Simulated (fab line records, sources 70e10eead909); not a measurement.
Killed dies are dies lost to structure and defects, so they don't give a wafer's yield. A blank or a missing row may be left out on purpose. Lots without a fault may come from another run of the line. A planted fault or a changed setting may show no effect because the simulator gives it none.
Problem report in the 8D (eight disciplines) form, filled by code | flow nand_harc | the parts of the form that need people (team, actions taken, sign-off) are left out

1. THE PROBLEM
sort_bin_2_pct at NHARC_END_SORT_01 reads a mean of 97.5 % on 2 wafers of 1 lot; wafers without a fault read 1.4 % with a standard deviation of 0.59. That is +99 or more standard deviations from the usual mean.
First seen on wafer L719.2, day 21 02:12, on prober-02. The record holds 3 wafers of 1 lot with a number at this step. Rule for "out", or "out of limits": more than 4 standard deviations from the usual mean. The other wafers with a number count as sound.

2. WHAT IT IS AND WHAT IT IS NOT
question                    | is                                                                                                                  | is not
which readings at this step | sort_bin_2_pct, defect_limited_yield, killed_at_array, killed_dies, sort_n_pass, sort_rim_yield_pct, sort_yield_pct | killed_at_other, killed_at_periphery, killed_open, killed_short, sort_bin_3_pct, sort_bin_4_pct
which lots                  | L719                                                                                                                | -
which wafers of those lots  | L719.2, L719.3                                                                                                      | L719.5
read on which gauges        | prober-02                                                                                                           | -
when                        | from day 21 02:12                                                                                                   | up to then (0 sound wafers); but 1 sound wafer of L719 came after

3. SUSPECTS, AND WHAT RULES EACH OUT
Counting: a tool at a process step up to the reading stays a suspect if it ran every lot that is out. Sound lots after the first of them don't rule it out here, since some wafers of a struck lot are sound.
- the gauge at NHARC_END_SORT_01: kept. All the wafers that are out were read on prober-02, and no step on other tools shows them out.
- pecvd-03 at NHARC_A_M0_DEP_00 (deposits SiOC, target thk 150 nm): kept. It ran the lot that is out, L719 (day 19 09:11).
- rie_diel-08 at NHARC_HYBRID_BOND_ACTIVATE_00 (chemistry N2, time 60 s): kept. It ran the lot that is out, L719 (day 19 21:52).
- rie_diel-13 at NHARC_THIN_TSV_ETCHBACK_48 (etches the open film in C4F8/Ar, target depth 1028.5 nm, time 405.17 s): kept. It ran the lot that is out, L719 (day 20 13:04).
Left after counting: pecvd-03 at NHARC_A_M0_DEP_00, rie_diel-08 at NHARC_HYBRID_BOND_ACTIVATE_00, rie_diel-13 at NHARC_THIN_TSV_ETCHBACK_48, prober-02 at NHARC_END_SORT_01.

4. THE CAUSE (what the simulator had put in)
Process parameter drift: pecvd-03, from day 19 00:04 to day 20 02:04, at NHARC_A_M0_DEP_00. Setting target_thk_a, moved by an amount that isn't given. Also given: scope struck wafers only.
Counting left 4 suspects, and this tool is among them.

5. THE CHAIN OF EFFECTS, in route order
Each row: a reading whose mean over the struck wafers that have a number lies more than 3 standard deviations from the usual. Only readings for which the record gives a usual standard deviation are gone through. hours: the time from each lot's start at the first step in this table that gives one to its start at this step, as a median over the lots. sigmas: the change in usual standard deviations.
hours | step              | reading              | usual  | on struck wafers | change | sigmas
0     | NHARC_END_SORT_01 | defect_limited_yield | 95.6 % | 0.0              | -95.6  | -68
0     | NHARC_END_SORT_01 | killed_at_array      | 26     | 674              | +648   | +72
0     | NHARC_END_SORT_01 | killed_dies          | 30     | 677              | +647   | +71
0     | NHARC_END_SORT_01 | sort_bin_2_pct       | 1.4 %  | 97.5             | +96.1  | +99 or more
0     | NHARC_END_SORT_01 | sort_n_pass          | 647    | 0                | -647   | -71
0     | NHARC_END_SORT_01 | sort_rim_yield_pct   | 95.4 % | 0.0              | -95.4  | -32
0     | NHARC_END_SORT_01 | sort_yield_pct       | 95.6 % | 0.0              | -95.6  | -68

6. WHAT WOULD HAVE CAUGHT IT SOONER
In this record the first reading out of limits at a measuring or inspecting step was taken at day 21 02:12, 50 hours after the fault began at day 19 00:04.
All the lots that are out (1) had begun NHARC_A_M0_DEP_00 on pecvd-03 by day 21 02:12. A hold on the tool at that time would have spared none of them.
